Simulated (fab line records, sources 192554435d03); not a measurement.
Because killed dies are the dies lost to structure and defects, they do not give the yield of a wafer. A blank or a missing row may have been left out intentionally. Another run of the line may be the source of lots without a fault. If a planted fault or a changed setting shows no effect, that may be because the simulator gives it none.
Split-lot trial	flow n5-finfet	route with 1938 steps; 7 lots, 21 wafers read

## THE SPLIT
At N5_FIN_SAQP_HM_DEP_03 (deposits SiNx from SiH4/NH3/N2, target thk 38 nm, time 33.6 s), the setting time-s was moved away from the recipe's 33.6 s on 11 of the 21 wafers read, by -12.9% to +13.5%. This setting was run at the recipe's value on the other wafers.

## FROM THE SPLIT TO THE READING: what the file shows between them, 14 steps
- N5_FIN_SAQP_THK_MEAS_05
- N5_FIN_SAQP_PECVD_06: deposits a-Si from SiH4/He, target thk 60 nm, time 48.1 s (also split here: time-s)
- N5_FIN_SAQP_THK_MEAS_07
- N5_FIN_SAQP_HM_DEP_72: deposits SiO2 from SiH4/N2O, target thk 12 nm, time 7.2 s
- N5_FIN_SAQP_COAT_49: time 60 s, resist thk 100 nm
- N5_FIN_SAQP_HM_OPEN_73: chemistry CHF3/O2, target SiO2, stops on a-Si, target depth 12 nm, time 16.8 s
- N5_FIN_SAQP_STRIP_74: strips in CHF3/O2
- N5_FIN_SAQP_MANDREL_ETCH_22: etches a-Si in HBr/Cl2, stops on SiNx, target depth 60 nm, bt time 10 s, time 30 s
- N5_FIN_SAQP_ETCH_65: etches SiO2 in CF4, target depth 4 nm, time 4.4 s (also split here: time-s)
- N5_FIN_SAQP_MANDREL_ETCH_58: etches a-Si in HBr/Cl2, stops on SiNx, target depth 45 nm, bt time 10 s, time 27 s
- N5_FIN_SAQP_SPACER2_ALD_28: deposits SiO2, target thk 8.1 nm, pulse time 1 s, purge time 2 s (also split here: temp-c)
- N5_FIN_SAQP_SPACER2_ETCHBACK_29: etches SiO2 in CHF3/O2, target depth 12.2 nm, time 6.1 s
- N5_FIN_SAQP_MANDREL2_REMOVE_60: chemistry HBr/Cl2/O2, target a-Si, stops on SiNx, bt time 10 s
- N5_FIN_SAQP_HM_OPEN_33: chemistry CH3F/O2, target SiNx, target depth 49.4 nm, time 70.6 s

## THE READING
SiNx_of_FIN_SAQP_HM_DEP_03.thk-nm (the simulator's own value, which no gauge read), in nm, at N5_FIN_SAQP_ETCH_34 (etches SiO2 in C4F6/O2, target depth 45 nm, time 15 s). No usual value for it is given in the file. Average 34.5 nm, standard deviation 0.47 nm, over the 10 wafers here run with the recipe.

wafer	tool, chamber at the split	time-s as run, s	against the recipe	SiNx_of_FIN_SAQP_HM_DEP_03.thk-nm, nm	against lot-mates on the recipe
L079.3	pecvd-03, 1	33.6	recipe	33.8	-
L079.5	pecvd-03, 1	29.25	-12.9%	29	-4.9
L079.6	pecvd-03, 2	33.6	recipe	34	-
L081.2	pecvd-04, 0	29.66	-11.7%	30	-5.0
L081.4	pecvd-04, 2	33.6	recipe	35	-
L081.6	pecvd-04, 1	29.66	-11.7%	30.4	-4.6
L087.2	pecvd-01, 2	38.13	+13.5%	39	no lot-mate on the recipe
L087.3	pecvd-01, 0	38.13	+13.5%	39.4	no lot-mate on the recipe
L087.6	pecvd-01, 1	38.13	+13.5%	39.6	no lot-mate on the recipe
L090.1	pecvd-04, 1	33.6	recipe	33.8	-
L090.2	pecvd-04, 0	33.6	recipe	34.4	-
L090.6	pecvd-04, 1	35.36	+5.2%	36.8	+2.7
L091.1	pecvd-04, 0	33.6	recipe	34.6	-
L091.4	pecvd-04, 0	33.6	recipe	34.8	-
L091.5	pecvd-04, 2	33.6	recipe	34.8	-
L096.3	pecvd-04, 1	33.6	recipe	34.6	-
L096.5	pecvd-04, 0	37.81	+12.5%	39.4	+4.8
L096.6	pecvd-04, 1	37.81	+12.5%	39.2	+4.6
L097.3	pecvd-04, 0	33.6	recipe	35.2	-
L097.4	pecvd-04, 1	37.62	+12.0%	39.6	+4.4
L097.5	pecvd-04, 1	37.62	+12.0%	39.2	+4.0

THE FIT
A straight line over all 21 wafers: SiNx_of_FIN_SAQP_HM_DEP_03.thk-nm changes by +0.382 nm for each +1% of time-s; r = +0.99; the points scatter about the line by 0.43 nm.
The same after taking each lot's own level away (the mean of its wafers on the recipe; 18 wafers): +0.382 nm for each +1%; r = +1.00; scatter 0.29 nm.
On that fit, the largest move of time-s shifts the reading by 5.2 nm.
Measured against the standard deviation above, the lots' own levels, which go from 33.90 to 35.20 nm, span 2.8 times it.
Hence the lot-to-lot level has little effect on the slope; both slopes agree.
Check: -5.03 nm against its lot-mates is what the line predicts for one of the wafers moved furthest among these (-12.9%) when that wafer is left out of the fit. Against them it came out at -4.9 nm.

## ADDITIONAL SPLITS CARRIED BY THESE WAFERS
Other splits were also applied to these wafers ahead of the reading. Each is held against what the fit with the lots' levels taken away leaves over:
other split on the same wafers	wafers away from the commonest value	r with SiNx_of_FIN_SAQP_HM_DEP_03.thk-nm (lot level and that fit taken away)
N5_ZERO_LAYER_EXPOSE_08 dose-mj	9	+0.32
N5_WELL_APT_COAT_02 spin-rpm	6	-0.06
N5_FIN_SAQP_PECVD_06 time-s	7	+0.15
N5_FIN_SAQP_ETCH_65 time-s	6	-0.42
N5_FIN_SAQP_SPACER2_ALD_28 temp-c	8	+0.23

## THE WHOLE CHAIN: every reading that the file lists as answering this split, in the file's order
step	what it does	reading	change (the file's fit)	r (the file's)
N5_FIN_SAQP_HM_DEP_03	deposits SiNx from SiH4/NH3/N2, target thk 38 nm, time 33.6 s	SiNx_of_FIN_SAQP_HM_DEP_03.thk-nm (the simulator's own value, which no gauge read)	+0.373 nm for each +1% of the setting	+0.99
N5_FIN_SAQP_THK_MEAS_05		thk-nm	withheld for each +1% of the setting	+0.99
N5_FIN_SAQP_MANDREL_ETCH_58	etches a-Si in HBr/Cl2, stops on SiNx, target depth 45 nm, bt time 10 s, time 27 s	SiNx_of_FIN_SAQP_HM_DEP_03.thk-nm (the simulator's own value, which no gauge read)	+0.385 nm for each +1% of the setting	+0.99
N5_FIN_SAQP_HM_OPEN_33	chemistry CH3F/O2, target SiNx, target depth 49.4 nm, time 70.6 s	etch-rf-on-time-s	withheld for each +1% of the setting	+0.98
N5_FIN_SAQP_HM_OPEN_33	chemistry CH3F/O2, target SiNx, target depth 49.4 nm, time 70.6 s	etch.depth-nm (the simulator's own value, which no gauge read)	+0.385 nm for each +1% of the setting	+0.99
N5_FIN_SAQP_ETCH_34	etches SiO2 in C4F6/O2, target depth 45 nm, time 15 s	SiNx_of_FIN_SAQP_HM_DEP_03.thk-nm (the simulator's own value, which no gauge read)	+0.384 nm for each +1% of the setting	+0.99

## THE FILE'S OWN FIT
SiNx_of_FIN_SAQP_HM_DEP_03.thk-nm changes by +0.384 nm for each +1% of time-s, r = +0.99.
